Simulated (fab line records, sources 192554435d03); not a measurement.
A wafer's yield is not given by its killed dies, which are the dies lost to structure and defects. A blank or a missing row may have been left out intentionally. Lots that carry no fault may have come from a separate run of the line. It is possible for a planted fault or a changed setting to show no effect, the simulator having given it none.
Code-filled problem report in 8D (eight disciplines) form || flow n5 finfet || the parts of the form that need people (team, actions taken, sign-off) are left out

1. PROBLEM STATEMENT
Wafers without a fault read 29.0 s, standard deviation 2.6; time to endpoint s at N5_ILD0_CMP_12 reads a mean of 12.6 s on 3 wafers belonging to 2 lots. That puts it -6.3 standard deviations away from the usual mean.
The step: polishes SiNx, stops on poly-Si, t overpolish 6 s, target thk 17.67 nm.
The first sign was on wafer L764.3 at day 5 15:08, on cmp-03. At this step, 32 wafers from 11 lots have a number in the record. Rule for "out", or "out of limits": more than 4 standard deviations from the usual mean. Any other wafer with a number is counted as sound.

2. WHAT IT IS; WHAT IT IS NOT
{"question": "which readings at this step", "is": "time to endpoint s", "is not": "motor current A, overpolish run s, slurry filter dp kPa"}
{"question": "which lots", "is": "L764, L766", "is not": "L758, L759, L760, L771, L774, L775, L776, L778, L779"}
{"question": "which wafers of those lots", "is": "L764.3, L766.2, L766.3", "is not": "L764.5, L766.6"}
{"question": "read on which tools", "is": "cmp-03", "is not": "cmp-02, cmp-04"}
{"question": "when", "is": "from day 5 15:08", "is not": "up to then (10 sound wafers); but 19 sound wafers of L766, L771, L774, L775, L776, L778, L779 came after"}

3. WHAT RULES OUT EACH SUSPECT
Counting: if a tool at a process step up to the reading ran every lot that is out, it stays a suspect. Sound lots after the first of them don't rule it out here, since some wafers of a struck lot are sound.
- rie diel-04 at N5_SD_EPI_P_ETCH_47 (etches SiOCN in CH3F/O2, target depth 25 nm): kept. It ran every lot that is out, first L764 (day 5 04:52); its last sound lot up to then is L760 (day 4 05:52).
- ald sin-03 at N5_ILD0_ALD_15 (deposits SiNx, target thk 24 nm, pulse time 1 s, ald cycles 480): kept. It ran every lot that is out, first L764 (day 5 12:49); its last sound lot up to then is L759 (day 4 08:23).
- cmp-03 at N5_ILD0_CMP_12 (polishes SiNx, stops on poly-Si, t overpolish 6 s, target thk 17.67 nm): kept. It ran every lot that is out, first L764 (day 5 15:08); its last sound lot up to then is L760 (day 4 16:01). On those wafers its own readings are out: time to endpoint s.
rie diel-04 at N5_SD_EPI_P_ETCH_47, ald sin-03 at N5_ILD0_ALD_15 and cmp-03 at N5_ILD0_CMP_12 are what is left after counting.

4. THE CAUSE (what the simulator had put in)
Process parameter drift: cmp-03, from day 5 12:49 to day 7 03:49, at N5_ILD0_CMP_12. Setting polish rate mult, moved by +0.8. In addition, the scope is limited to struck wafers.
Counting leaves 3 suspects; this tool is one of them.

5. SEQUENCE OF EFFECTS, ordered by route
Rows list readings where the struck wafers' mean (over those with a number) sits beyond 3 standard deviations from the usual. Readings are gone through only where the record gives a usual standard deviation; hours: the median, over the lots, of the time from a lot's start at the first step in this table giving one to that lot's start at this step; sigmas: the change measured in usual standard deviations.
{"hours": 0, "step": "N5_ILD0_CMP_12", "reading": "time to endpoint s", "usual": "29.0 s", "on struck wafers": 12.6, "change": -16.4, "sigmas": -6.3}
It contains these process steps:
- N5_ILD0_CMP_12: polishes SiNx, stops on poly-Si, t overpolish 6 s, target thk 17.67 nm.

6. HOW IT WOULD HAVE BEEN CAUGHT EARLIER
2 hours passed between the start of the fault at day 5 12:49 and the first reading out of limits in this record, taken at day 5 15:08.
